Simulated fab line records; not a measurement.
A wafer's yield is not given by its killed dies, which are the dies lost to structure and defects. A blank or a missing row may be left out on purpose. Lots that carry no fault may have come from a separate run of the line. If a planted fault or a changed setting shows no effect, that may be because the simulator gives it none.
fab line records -- flow nandHarc -- part 1 of 2: steps 1 to 38 of 47
record lots=5, wafers=15, lastDay=33
route steps=1302 shown P_ZERO_WELL@50 P_STI@69
lots untouched by any fault: they come from a run of this same line in which no faults occurred
startH: hours from the record's first day to the start of the lot's first wafer shown -- waitH: how many hours have passed since the lot's step before this one -- " repeats the value in the row above -- L1.1+2: a single row standing in for several wafers -- - either no value or no given start -- * or withheld: withheld -- < > ~ a bound
route shown NAME@n: names a module that has steps shown in the file, with the first one's number in the route -- usual: mean/standard deviation taken from wafers without a fault -- same: alike in all rows -- chamber/n: place in a boat -- sites: readings site by site -- _std_site: their standard deviation -- _edge_site: outer sites' mean less inner sites' -- radiusMm: for every site, how far away it sits from the centre of the wafer -- mask NAME#n: copy n -- behind: the last tool/chamber to shape the wafer -- hold: what put the lot on hold/how long, in hours/how the hold closed -- device: names the non-switching transistor (n, p or np) -- end of line: tests run on the same wafers once the route is complete -- a step without rows: its recipe alone -- killed: the dies lost at the first sort to structure and to defects; this is not the yield of the wafer -- map: a wafer's dies, x killed, . not, _ none there
set.NAME: setting as actually run; set.NAME@STEP: the setting as run at that earlier step -- model.NAME: the simulator's own value behind a step, which no gauge read
certain route steps with their lots: each step a table, each wafer a row
services: when a tool's chamber went out of use (startH, in hours from the record's first day, below 0 if earlier), for how many hours, and the reason
## steps
# step NHARC_P_ZERO_WELL_STRIP_41
# recipe timeS=840, tempC=130, chemistry=SPM
lot.wafer,tool,chamber,startH,waitH
L074.4+5+1,wetBench-04,"4,6,7",25.00,0.1
L077.1+6+3,wetBench-05,"4,6,0",55.57,0.2
L079.2+3+6,wetBench-04,"6,7,1",75.21,0.2
L094.6+4+5,wetBench-05,"1,2,4",224.77,0.0
L096.1+3+5,wetBench-05,"4,5,6",245.13,0.2
# step NHARC_P_ZERO_WELL_DEHYDRATE_44
# recipe tempC=150, timeS=120
lot.wafer,tool,chamber,startH,waitH
L074.1+4+5,lithoTrack-07,0,25.33,-
L077.1+3+6,lithoTrack-07,0,55.89,-
L079.2+3+6,lithoTrack-07,0,75.52,-
L094.4+5+6,lithoTrack-02,0,225.11,-
L096.1+3+5,lithoTrack-02,0,245.44,-
# step NHARC_P_ZERO_WELL_HMDS_45
# recipe timeS=30
lot.wafer,tool,chamber,startH,waitH
L074.1+4+5,lithoTrack-07,0,-,-
L077.1+3+6,lithoTrack-07,0,-,-
L079.2+3+6,lithoTrack-07,0,-,-
L094.4+5+6,lithoTrack-02,0,-,-
L096.1+3+5,lithoTrack-02,0,-,-
# step NHARC_P_ZERO_WELL_COAT_46
# recipe spinRpm=withheld
lot.wafer,tool,chamber,startH,waitH
L074.1+4+5,lithoTrack-07,0,-,-
L077.1+3+6,lithoTrack-07,0,-,-
L079.2+3+6,lithoTrack-07,0,-,-
L094.4+5+6,lithoTrack-02,0,-,-
L096.1+3+5,lithoTrack-02,0,-,-
# step NHARC_P_ZERO_WELL_SOFTBAKE_47
# recipe tempC=122, timeS=95
lot.wafer,tool,chamber,startH,waitH
L074.1+4+5,lithoTrack-07,0,-,-
L077.1+3+6,lithoTrack-07,0,-,-
L079.2+3+6,lithoTrack-07,0,-,-
L094.4+5+6,lithoTrack-02,0,-,-
L096.1+3+5,lithoTrack-02,0,-,-
# step NHARC_P_ZERO_WELL_EBR_48
lot.wafer,tool,chamber,startH,waitH
L074.1+4+5,lithoTrack-07,0,-,-
L077.1+3+6,lithoTrack-07,0,-,-
L079.2+3+6,lithoTrack-07,0,-,-
L094.4+5+6,lithoTrack-02,0,-,-
L096.1+3+5,lithoTrack-02,0,-,-
# step NHARC_P_ZERO_WELL_EXPOSE_49
# recipe na=0.6, targetCdNm=2000, doseMj=22.64, maskId=P_HVPW
lot.wafer,tool,chamber,startH,waitH,mask
L074.1+4+5,krfScanner-01,0,25.60,-,P_HVPW#0
L077.1+3+6,krfScanner-01,0,56.16,-,P_HVPW#0
L079.2+3+6,krfScanner-01,0,75.68,-,P_HVPW#0
L094.4+5+6,krfScanner-01,0,225.27,-,P_HVPW#0
L096.1+3+5,krfScanner-03,0,245.71,-,P_HVPW#0
# step NHARC_P_ZERO_WELL_PEB_50
# recipe pebTempC=118, pebTimeS=85
lot.wafer,tool,chamber,startH,waitH
L074.1+4+5,lithoTrack-07,0,25.67,0.1
L077.1+3+6,lithoTrack-07,0,56.23,0.1
L079.2+3+6,lithoTrack-07,0,75.74,0.1
L094.4+5+6,lithoTrack-05,0,225.32,0.0
L096.1+3+5,lithoTrack-05,0,245.78,0.1
# step NHARC_P_ZERO_WELL_DEVELOP_51
# recipe timeS=70
lot.wafer,tool,chamber,startH,waitH
L074.1+4+5,lithoTrack-07,0,-,-
L077.1+3+6,lithoTrack-07,0,-,-
L079.2+3+6,lithoTrack-07,0,-,-
L094.4+5+6,lithoTrack-05,0,-,-
L096.1+3+5,lithoTrack-05,0,-,-
# step NHARC_P_ZERO_WELL_CD_MEAS_52
# recipe targetCdNm=2000, landingEnergyEv=500
# usual cdNm=2000.1/1.2
lot.wafer,tool,chamber,startH,waitH,cdNm
L074.1,cdSem-01,0,25.76,-,1999.5
L074.4,cdSem-01,0,25.76,-,2000.3
L074.5,cdSem-01,0,25.76,-,1999.9
L077.1,cdSem-02,0,56.32,-,1999.6
L077.3,cdSem-02,0,56.32,-,1998.8
L077.6,cdSem-02,0,56.32,-,2000.1
L079.2,cdSem-03,0,75.83,-,2002.1
L079.3,cdSem-03,0,75.83,-,2002.1
L079.6,cdSem-03,0,75.83,-,1999.6
L094.4,cdSem-03,0,225.41,-,2000.5
L094.5,cdSem-03,0,225.41,-,2001.6
L094.6,cdSem-03,0,225.41,-,1999.6
L096.1,cdSem-02,0,245.87,-,1997.8
L096.3,cdSem-02,0,245.87,-,2000.3
L096.5,cdSem-02,0,245.87,-,1999.7
# step NHARC_P_ZERO_WELL_HARDBAKE_53
# recipe tempC=125, timeS=80
lot.wafer,tool,chamber,startH,waitH
L074.1+4+5,lithoTrack-05,0,25.84,-
L077.1+3+6,lithoTrack-05,0,56.40,-
L079.2+3+6,lithoTrack-05,0,75.91,-
L094.4+5+6,lithoTrack-07,0,225.49,-
L096.1+3+5,lithoTrack-05,0,245.95,-
# step NHARC_P_ZERO_WELL_DESCUM_54
# recipe timeS=3, o2FlowSccm=200, arFlowSccm=0, biasPowerW=0, chemistry=O2
# usual drypumpMotorCurrentA=5.7/0.47, oesProductAu=1.004/0.0072, rfVppV=57.7/0.88, showerheadPlenumPTorr=1.87/0.085, throttleValvePct=11.311/0.0087
lot.wafer,tool,chamber,startH,waitH,drypumpMotorCurrentA,oesProductAu,rfHoursCounterH,rfVppV,showerheadPlenumPTorr,throttleValvePct
L074.4,rieDiel-08,0,25.92,-,4.8,1.020,0,58.7,1.78,11.313
L074.1,rieDiel-08,1,25.92,-,5.7,1.014,0,56.6,1.82,11.303
L074.5,rieDiel-08,0,25.92,-,4.8,1.012,-,56.9,1.78,11.285
L077.3,rieDiel-12,0,56.48,-,5.7,0.999,43,58.8,2.02,11.317
L077.1,rieDiel-12,1,56.48,-,5.4,0.993,41,55.5,1.79,11.306
L077.6,rieDiel-12,1,56.48,-,5.4,1.004,-,57.0,1.79,11.315
L079.2,rieDiel-11,2,76.01,-,6.4,1.011,57,59.7,1.80,11.315
L079.3,rieDiel-11,3,76.01,-,5.4,1.012,54,57.0,1.84,11.315
L079.6,rieDiel-11,0,76.01,-,5.5,1.001,-,59.0,1.91,11.305
L094.5,rieDiel-12,1,225.62,-,5.4,1.006,-,58.0,1.77,11.315
L094.6,rieDiel-12,2,225.62,-,6.3,1.006,-,56.2,1.84,11.323
L094.4,rieDiel-12,0,225.62,-,5.7,1.000,-,57.7,2.01,11.317
L096.1,rieDiel-11,0,246.18,-,5.5,1.007,51,57.2,1.90,11.320
L096.3,rieDiel-11,1,246.18,-,5.4,1.004,43,59.1,1.99,11.307
L096.5,rieDiel-11,0,246.18,-,5.5,0.995,-,58.4,1.90,11.312
# step NHARC_P_ZERO_WELL_IMPLANT_55
# recipe energyKev=180, doseCm2=8e+11, tiltDeg=7
lot.wafer,tool,chamber,startH,waitH
L074.1+4+5,implanter-02,0,26.06,0.1
L077.1+3+6,implanter-01,0,56.67,0.2
L079.2+3+6,implanter-01,0,76.17,0.1
L094.4+5+6,implanter-01,0,225.83,0.2
L096.1+3+5,implanter-01,0,246.32,0.1
# step NHARC_P_ZERO_WELL_IMPLANT_61
# recipe energyKev=30, doseCm2=5e+11, tiltDeg=7
lot.wafer,tool,chamber,startH,waitH
L074.1+4+5,implanter-02,0,26.24,0.2
L077.1+3+6,implanter-01,0,56.85,0.1
L079.2+3+6,implanter-01,0,76.35,0.2
L094.4+5+6,implanter-01,0,226.01,0.1
L096.1+3+5,implanter-01,0,246.51,0.2
# step NHARC_P_ZERO_WELL_STRIP_56
# recipe timeS=840, tempC=130, chemistry=SPM
lot.wafer,tool,chamber,startH,waitH
L074.1+4+5,wetBench-05,"2,3,4",26.47,0.2
L077.3+6+1,wetBench-07,"2,5,6",57.06,0.1
L079.3+6+2,wetBench-07,"7,1,2",76.55,0.1
L094.5+6+4,wetBench-05,"2,3,6",226.14,0.1
L096.3+5+1,wetBench-04,"7,1,2",246.74,0.1
# step NHARC_P_ZERO_WELL_PRECLEAN_68
# recipe timeS=60, tempC=50, bathAgeMin=0, chemistry=SC1
# usual h2o2FlowMLMin=56.60/0.19
lot.wafer,tool,chamber,startH,waitH,h2o2FlowMLMin
L074.1,wetBench-05,2,-,-,56.62
L074.4,wetBench-05,3,-,-,56.47
L074.5,wetBench-05,4,-,-,57.17
L077.3,wetBench-07,2,-,-,56.52
L077.6,wetBench-07,5,-,-,56.85
L077.1,wetBench-07,6,-,-,56.62
L079.3,wetBench-07,7,-,-,56.54
L079.6,wetBench-07,1,-,-,56.53
L079.2,wetBench-07,2,-,-,56.57
L094.5,wetBench-05,2,-,-,56.65
L094.6,wetBench-05,3,-,-,56.88
L094.4,wetBench-05,6,-,-,56.64
L096.3,wetBench-04,7,-,-,56.69
L096.5,wetBench-04,1,-,-,56.55
L096.1,wetBench-04,2,-,-,56.68
# step NHARC_P_ZERO_WELL_SRD_69
lot.wafer,tool,chamber,startH,waitH
L074.1+4+5,wetBench-05,"2,3,4",-,-
L077.3+6+1,wetBench-07,"2,5,6",-,-
L079.3+6+2,wetBench-07,"7,1,2",-,-
L094.5+6+4,wetBench-05,"2,3,6",-,-
L096.3+5+1,wetBench-04,"7,1,2",-,-
# step NHARC_P_ZERO_WELL_RTA_42
# recipe tempC=1100, timeS=300
# usual lampPowerPct=32.7/2.9, wafer_temp_C_max=1104.1/1.2
lot.wafer,tool,chamber,startH,waitH,lampPowerPct,wafer_temp_C_max
L074.1,rtpAnneal-02,0,26.89,-,30.0,1104.3
L074.4,rtpAnneal-02,0,26.89,-,30.0,1103.5
L074.5,rtpAnneal-02,0,26.89,-,30.0,1101.7
L077.1,rtpAnneal-01,0,57.50,-,35.9,1103.5
L077.3,rtpAnneal-01,0,57.50,-,35.9,1103.3
L077.6,rtpAnneal-01,0,57.50,-,35.8,1105.2
L079.2,rtpAnneal-02,0,77.08,-,30.0,1104.1
L079.3,rtpAnneal-02,0,77.08,-,30.0,1103.9
L079.6,rtpAnneal-02,0,77.08,-,30.1,1105.6
L094.4,rtpAnneal-01,0,226.89,-,35.8,1103.9
L094.5,rtpAnneal-01,0,226.89,-,35.9,1103.6
L094.6,rtpAnneal-01,0,226.89,-,35.8,1104.3
L096.1,rtpAnneal-02,0,247.16,-,30.0,1105.1
L096.3,rtpAnneal-02,0,247.16,-,30.0,1104.4
L096.5,rtpAnneal-02,0,247.16,-,30.0,1104.2
# step NHARC_P_ZERO_WELL_INSPECT_43
# usual rawDefectCount=14/7.2
lot.wafer,tool,chamber,startH,waitH,rawDefectCount
L074.1,defectInspect-01,-,27.58,0.6,14
L074.4,defectInspect-01,-,27.58,0.6,16
L074.5,defectInspect-01,-,27.58,0.6,4
L077.1,defectInspect-02,-,58.17,0.6,15
L077.3,defectInspect-02,-,58.17,0.6,18
L077.6,defectInspect-02,-,58.17,0.6,23
L079.2,defectInspect-01,-,77.65,0.5,20
L079.3,defectInspect-01,-,77.65,0.5,15
L079.6,defectInspect-01,-,77.65,0.5,7
L094.4,defectInspect-01,-,227.25,0.2,8
L094.5,defectInspect-01,-,227.25,0.2,7
L094.6,defectInspect-01,-,227.25,0.2,6
L096.1,defectInspect-01,-,247.83,0.6,10
L096.3,defectInspect-01,-,247.83,0.6,11
L096.5,defectInspect-01,-,247.83,0.6,3
# step NHARC_P_STI_ETCH_26
# recipe targetDepthA=110, chemistry=dHF, material=SiO2
lot.wafer,tool,chamber,startH,waitH
L074.5+1+4,wetBench-06,"4,5,6",27.63,0.0
L077.1+6+3,wetBench-09,"0,3,4",58.23,0.1
L079.6+2+3,wetBench-06,"7,1,3",77.70,0.0
L094.5+4+6,wetBench-06,"4,6,0",227.30,0.0
L096.1+5+3,wetBench-09,"4,5,6",247.92,0.1
# step NHARC_P_STI_PRECLEAN_27
# recipe timeS=*, tempC=50, bathAgeMin=0, chemistry=SC1
# usual h2o2FlowMLMin=56.60/0.17
lot.wafer,tool,chamber,startH,waitH,h2o2FlowMLMin
L074.5,wetBench-06,4,27.70,0.1,56.53
L074.1,wetBench-06,5,27.70,0.1,56.71
L074.4,wetBench-06,6,27.70,0.1,56.52
L077.1,wetBench-09,0,58.29,0.1,57.10
L077.6,wetBench-09,3,58.29,0.1,56.71
L077.3,wetBench-09,4,58.29,0.1,56.49
L079.6,wetBench-06,7,77.77,0.1,56.58
L079.2,wetBench-06,1,77.77,0.1,56.79
L079.3,wetBench-06,3,77.77,0.1,56.39
L094.5,wetBench-06,4,227.36,0.1,56.55
L094.4,wetBench-06,6,227.36,0.1,56.38
L094.6,wetBench-06,0,227.36,0.1,56.74
L096.1,wetBench-09,4,247.96,0.0,56.33
L096.5,wetBench-09,5,247.96,0.0,56.77
L096.3,wetBench-09,6,247.96,0.0,56.58
# step NHARC_P_STI_SRD_28
lot.wafer,tool,chamber,startH,waitH
L074.5+1+4,wetBench-06,"4,5,6",-,-
L077.1+6+3,wetBench-09,"0,3,4",-,-
L079.6+2+3,wetBench-06,"7,1,3",-,-
L094.5+4+6,wetBench-06,"4,6,0",-,-
L096.1+5+3,wetBench-09,"4,5,6",-,-
# step NHARC_P_STI_OXIDE_29
# recipe targetThkA=100, tempC=900, oxTimeS=1362, material=SiO2
# usual zonePowerUpperPct=19.3/1.9
# same oxTimeS=1362
lot.wafer,tool,chamber,startH,waitH,zonePowerUpperPct
L074.1,furnace-06,0,34.32,-,19.5
L074.4,furnace-06,0,34.32,-,19.9
L074.5,furnace-06,0,34.32,-,20.0
L077.1,furnace-06,0,62.21,-,19.9
L077.3,furnace-06,0,62.21,-,20.0
L077.6,furnace-06,0,62.21,-,20.2
L079.2,furnace-06,0,82.88,-,19.9
L079.3,furnace-06,0,82.88,-,19.9
L079.6,furnace-06,0,82.88,-,19.8
L094.4,furnace-06,0,231.91,-,20.2
L094.5,furnace-06,0,231.91,-,20.1
L094.6,furnace-06,0,231.91,-,19.7
L096.1,furnace-02,0,253.99,-,22.5
L096.3,furnace-02,0,253.99,-,22.1
L096.5,furnace-02,0,253.99,-,22.0
# step NHARC_P_STI_HM_DEP_30
# recipe targetThkA=800, tempC=790, pressureMtorr=300, timeS=873, material=Si3N4
# usual zonePowerUpperPct=13.1/0.53
lot.wafer,tool,chamber,startH,waitH,zonePowerUpperPct
L074.1,lpcvd-02,1,41.53,3.5,12.1
L074.4,lpcvd-02,1,41.53,3.5,12.2
L074.5,lpcvd-02,1,41.53,3.5,12.3
L077.1,lpcvd-01,1,69.37,3.5,13.3
L077.3,lpcvd-01,1,69.37,3.5,13.1
L077.6,lpcvd-01,1,69.37,3.5,13.0
L079.2,lpcvd-02,0,90.07,3.5,13.9
L079.3,lpcvd-02,0,90.07,3.5,13.7
L079.6,lpcvd-02,0,90.07,3.5,13.5
L094.4,lpcvd-02,0,239.06,3.5,13.7
L094.5,lpcvd-02,0,239.06,3.5,13.7
L094.6,lpcvd-02,0,239.06,3.5,13.9
L096.1,lpcvd-01,0,261.14,3.5,13.3
L096.3,lpcvd-01,0,261.14,3.5,13.4
L096.5,lpcvd-01,0,261.14,3.5,13.2
# step NHARC_P_STI_DEHYDRATE_01
# recipe tempC=150, timeS=120
lot.wafer,tool,chamber,startH,waitH
L074.1+4+5,lithoTrack-02,0,45.21,0.4
L077.1+3+6,lithoTrack-03,0,73.06,0.4
L079.2+3+6,lithoTrack-02,0,93.72,0.4
L094.4+5+6,lithoTrack-07,0,242.74,0.4
L096.1+3+5,lithoTrack-03,0,264.85,0.4
# step NHARC_P_STI_HMDS_02
# recipe timeS=30
lot.wafer,tool,chamber,startH,waitH
L074.1+4+5,lithoTrack-02,0,-,-
L077.1+3+6,lithoTrack-03,0,-,-
L079.2+3+6,lithoTrack-02,0,-,-
L094.4+5+6,lithoTrack-07,0,-,-
L096.1+3+5,lithoTrack-03,0,-,-
# step NHARC_P_STI_COAT_41
# recipe tempC=200, timeS=65
lot.wafer,tool,chamber,startH,waitH
L074.1+4+5,lithoTrack-02,0,-,-
L077.1+3+6,lithoTrack-03,0,-,-
L079.2+3+6,lithoTrack-02,0,-,-
L094.4+5+6,lithoTrack-07,0,-,-
L096.1+3+5,lithoTrack-03,0,-,-
# step NHARC_P_STI_COAT_03
# recipe spinRpm=2000, resistThkNm=600
lot.wafer,tool,chamber,startH,waitH
L074.1+4+5,lithoTrack-02,0,-,-
L077.1+3+6,lithoTrack-03,0,-,-
L079.2+3+6,lithoTrack-02,0,-,-
L094.4+5+6,lithoTrack-07,0,-,-
L096.1+3+5,lithoTrack-03,0,-,-
# step NHARC_P_STI_SOFTBAKE_04
# recipe tempC=125, timeS=70
lot.wafer,tool,chamber,startH,waitH
L074.1+4+5,lithoTrack-02,0,-,-
L077.1+3+6,lithoTrack-03,0,-,-
L079.2+3+6,lithoTrack-02,0,-,-
L094.4+5+6,lithoTrack-07,0,-,-
L096.1+3+5,lithoTrack-03,0,-,-
# step NHARC_P_STI_EBR_05
lot.wafer,tool,chamber,startH,waitH
L074.1+4+5,lithoTrack-02,0,-,-
L077.1+3+6,lithoTrack-03,0,-,-
L079.2+3+6,lithoTrack-02,0,-,-
L094.4+5+6,lithoTrack-07,0,-,-
L096.1+3+5,lithoTrack-03,0,-,-
# step NHARC_P_STI_EXPOSE_06
# recipe na=0.55, targetCdNm=200, doseMj=37.69, maskId=P_STI
lot.wafer,tool,chamber,startH,waitH,mask
L074.1+4+5,krfScanner-01,0,45.50,-,P_STI#0
L077.1+3+6,krfScanner-01,0,73.35,-,P_STI#0
L079.2+3+6,krfScanner-01,0,94.02,-,P_STI#0
L094.4+5+6,krfScanner-01,0,243.05,-,P_STI#0
L096.1+3+5,krfScanner-01,0,265.14,-,P_STI#0
# step NHARC_P_STI_PEB_07
# recipe pebTempC=128, pebTimeS=80
lot.wafer,tool,chamber,startH,waitH
L074.1+4+5,lithoTrack-07,0,45.56,0.1
L077.1+3+6,lithoTrack-02,0,73.41,0.1
L079.2+3+6,lithoTrack-02,0,94.08,0.1
L094.4+5+6,lithoTrack-03,0,243.10,0.0
L096.1+3+5,lithoTrack-03,0,265.21,0.1
# step NHARC_P_STI_DEVELOP_08
# recipe timeS=50, devTempC=22
lot.wafer,tool,chamber,startH,waitH
L074.1+4+5,lithoTrack-07,0,-,-
L077.1+3+6,lithoTrack-02,0,-,-
L079.2+3+6,lithoTrack-02,0,-,-
L094.4+5+6,lithoTrack-03,0,-,-
L096.1+3+5,lithoTrack-03,0,-,-
# step NHARC_P_STI_CD_MEAS_09
# recipe targetCdNm=200, landingEnergyEv=500
# usual cdNm=199.9/1.9
lot.wafer,tool,chamber,startH,waitH,cdNm
L074.1,cdSem-02,0,45.65,-,201.9
L074.4,cdSem-02,0,45.65,-,203.6
L074.5,cdSem-02,0,45.65,-,202.4
L077.1,cdSem-01,0,73.50,-,197.9
L077.3,cdSem-01,0,73.50,-,199.7
L077.6,cdSem-01,0,73.50,-,201.1
L079.2,cdSem-01,0,94.17,-,198.9
L079.3,cdSem-01,0,94.17,-,200.1
L079.6,cdSem-01,0,94.17,-,199.2
L094.4,cdSem-02,0,243.19,-,198.4
L094.5,cdSem-02,0,243.19,-,198.6
L094.6,cdSem-02,0,243.19,-,197.0
L096.1,cdSem-03,0,265.29,-,201.8
L096.3,cdSem-03,0,265.29,-,201.5
L096.5,cdSem-03,0,265.29,-,199.7
# step NHARC_P_STI_OVL_MEAS_10
# usual overlayXNm=1/6, overlayYNm=-1/5.3
lot.wafer,tool,chamber,startH,waitH,overlayXNm,overlayYNm
L074.1,overlay-02,-,45.74,-,-2,4
L074.4,overlay-02,-,45.74,-,-3,4
L074.5,overlay-02,-,45.74,-,-2,4
L077.1,overlay-01,-,73.59,-,-6,4
L077.3,overlay-01,-,73.59,-,-6,4
L077.6,overlay-01,-,73.59,-,-6,4
L079.2,overlay-02,-,94.25,-,-5,-5
L079.3,overlay-02,-,94.25,-,-5,-5
L079.6,overlay-02,-,94.25,-,-5,-5
L094.4,overlay-02,-,243.29,-,7,6
L094.5,overlay-02,-,243.29,-,7,5
L094.6,overlay-02,-,243.29,-,6,5
L096.1,overlay-01,-,265.38,-,1,-4
L096.3,overlay-01,-,265.38,-,1,-3
L096.5,overlay-01,-,265.38,-,1,-3
# step NHARC_P_STI_INSPECT_11
# usual rawDefectCount=5.2/2.5
lot.wafer,tool,chamber,startH,waitH,rawDefectCount
L074.1,defectInspect-02,-,45.77,0.0,5
L074.4,defectInspect-02,-,45.77,0.0,4
L074.5,defectInspect-02,-,45.77,0.0,5
L077.1,defectInspect-01,-,73.62,0.0,4
L077.3,defectInspect-01,-,73.62,0.0,6
L077.6,defectInspect-01,-,73.62,0.0,4
L079.2,defectInspect-02,-,94.29,0.0,4
L079.3,defectInspect-02,-,94.29,0.0,2
L079.6,defectInspect-02,-,94.29,0.0,3
L094.4,defectInspect-02,-,243.33,0.0,3
L094.5,defectInspect-02,-,243.33,0.0,4
L094.6,defectInspect-02,-,243.33,0.0,5
L096.1,defectInspect-02,-,265.42,0.0,6
L096.3,defectInspect-02,-,265.42,0.0,3
L096.5,defectInspect-02,-,265.42,0.0,7
# step NHARC_P_STI_HARDBAKE_13
# recipe tempC=118, timeS=65
lot.wafer,tool,chamber,startH,waitH
L074.1+4+5,lithoTrack-02,0,45.83,0.1
L077.1+3+6,lithoTrack-02,0,73.68,0.1
L079.2+3+6,lithoTrack-03,0,94.35,0.1
L094.4+5+6,lithoTrack-02,0,243.39,0.1
L096.1+3+5,lithoTrack-07,0,265.48,0.1
# step NHARC_P_STI_DESCUM_14
# recipe timeS=3, o2FlowSccm=200, arFlowSccm=0, biasPowerW=0, chemistry=O2
# usual drypumpMotorCurrentA=5.8/0.52, oesProductAu=1.001/0.0076, rfVppV=57.7/0.85, showerheadPlenumPTorr=1.93/0.096, throttleValvePct=11.311/0.0095
lot.wafer,tool,chamber,startH,waitH,drypumpMotorCurrentA,oesProductAu,rfHoursCounterH,rfVppV,showerheadPlenumPTorr,throttleValvePct
L074.1,rieDiel-05,3,45.91,-,5.8,1.010,8,57.6,1.83,11.308
L074.5,rieDiel-05,3,45.91,-,5.7,1.006,-,57.0,1.83,11.300
L074.4,rieDiel-05,0,45.91,-,6.0,0.999,-,57.2,2.06,11.307
L077.3,rieDiel-05,0,73.77,-,6.1,1.013,0,57.9,2.06,11.298
L077.1,rieDiel-05,3,73.77,-,5.7,1.006,1,57.5,1.83,11.305
L077.6,rieDiel-05,1,73.77,-,6.7,0.985,-,57.6,1.93,11.310
L079.3,rieDiel-02,2,94.42,-,5.3,1.008,5,56.8,1.82,11.313
L079.2,rieDiel-02,0,94.42,-,4.9,1.011,5,58.2,1.79,11.309
L079.6,rieDiel-02,2,94.42,-,5.3,1.009,-,57.0,1.82,11.315
L094.4,rieDiel-02,3,243.47,-,5.8,1.007,1,57.3,1.98,11.307
L094.6,rieDiel-02,3,243.47,-,5.8,1.005,-,58.9,1.98,11.307
L094.5,rieDiel-02,0,243.47,-,4.8,1.004,-,56.2,1.78,11.303
L096.1,rieDiel-13,0,265.57,-,5.1,1.013,5,58.2,2.06,11.312
L096.3,rieDiel-13,1,265.57,-,6.1,0.996,5,56.3,1.85,11.306
L096.5,rieDiel-13,3,265.57,-,5.9,1.000,-,57.1,1.99,11.303
